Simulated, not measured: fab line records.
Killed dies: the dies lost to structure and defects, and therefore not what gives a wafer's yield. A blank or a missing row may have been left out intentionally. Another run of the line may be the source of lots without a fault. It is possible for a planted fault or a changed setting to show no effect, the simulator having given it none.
Matching of chambers + flow n5Finfet + N5_BEOL_M1_VIA_ETCH_34 on rieDiel-05 has 4 sister chambers
The step etches the open film in C4F6/O2, target depth 67.8 nm, time 64.4 s. 16 wafers are shown with their chamber, then 8 later ones without.

WAFERS PAIRED WITH THEIR CHAMBERS
| wafer  | chamber | showerheadPlenumPTorr (Torr) | rfVppV (V) | drypumpMotorCurrentA (A) |
|--------|---------|------------------------------|------------|--------------------------|
| L076.3 | 0       | 2.79                         | 659        | 5.6                      |
| L076.4 | 2       | 2.70                         | 680        | 5.6                      |
| L076.5 | 0       | 2.79                         | 660        | 5.6                      |
| L081.2 | 3       | 2.93                         | 685        | 5.0                      |
| L081.3 | 0       | 2.79                         | 658        | 5.5                      |
| L081.4 | 1       | 3.03                         | 683        | 5.4                      |
| L083.1 | 0       | 2.79                         | 658        | 5.6                      |
| L083.3 | 1       | 3.02                         | 682        | 5.4                      |
| L083.5 | 1       | 3.02                         | 682        | 5.4                      |
| L084.3 | 3       | 2.92                         | 685        | 4.9                      |
| L084.5 | 0       | 2.78                         | 659        | 5.6                      |
| L084.6 | 3       | 2.92                         | 683        | 5.0                      |
| L087.1 | 3       | 2.92                         | 683        | 5.0                      |
| L087.2 | 1       | 3.01                         | 683        | 5.4                      |
| L087.5 | 0       | 2.78                         | 658        | 5.6                      |
| L089.2 | 0       | 2.78                         | 657        | 5.5                      |

SIGNATURES, as means of the wafers listed above
| reading               | chamber 0 | chamber 1 | chamber 2 | chamber 3 | scatter within a chamber |
|-----------------------|-----------|-----------|-----------|-----------|--------------------------|
| showerheadPlenumPTorr | 2.7857    | 3.0200    | 2.7000    | 2.9225    | 0.0061                   |
| rfVppV                | 658.43    | 682.50    | 680.00    | 684.00    | 0.945                    |
| drypumpMotorCurrentA  | 5.571     | 5.400     | 5.600     | 4.975     | 0.0426                   |
Rule: a wafer's distance from a chamber is the root of the sum, over the readings, of the square of ((its reading less the chamber's mean) divided by the reading's scatter). If the next closest chamber is less than 2 further off than the closest, the wafer can't be placed; otherwise it belongs to the closest. The scatter: the root of (the sum of the squares of (reading less its chamber's mean) over the shown wafers, divided by (wafers less chambers)).

WAFERS WITH NO CHAMBER GIVEN
| wafer  | showerheadPlenumPTorr (Torr) | rfVppV (V) | drypumpMotorCurrentA (A) |
|--------|------------------------------|------------|--------------------------|
| L089.3 | 2.92                         | 682        | 4.9                      |
| L089.5 | 3.01                         | 684        | 5.5                      |
| L093.1 | 3.01                         | 681        | 5.4                      |
| L093.2 | 3.03                         | 677        | 5.6                      |
| L093.6 | 3.01                         | 682        | 5.5                      |
| L096.1 | 2.91                         | 684        | 5.0                      |
| L096.2 | 3.01                         | 684        | 5.4                      |
| L096.4 | 3.03                         | 677        | 5.6                      |

EACH ONE'S CHAMBER
| wafer  | from the rows above | in truth                   |
|--------|---------------------|----------------------------|
| L089.3 | 3                   | 3                          |
| L089.5 | 1                   | 1                          |
| L093.1 | 1                   | 1                          |
| L093.2 | 1                   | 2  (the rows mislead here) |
| L093.6 | 1                   | 1                          |
| L096.1 | 3                   | 3                          |
| L096.2 | 1                   | 1                          |
| L096.4 | 1                   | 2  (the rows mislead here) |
Placed correctly: 6 of 8. Number that these rows cannot place: 0. Placed wrongly: 2.
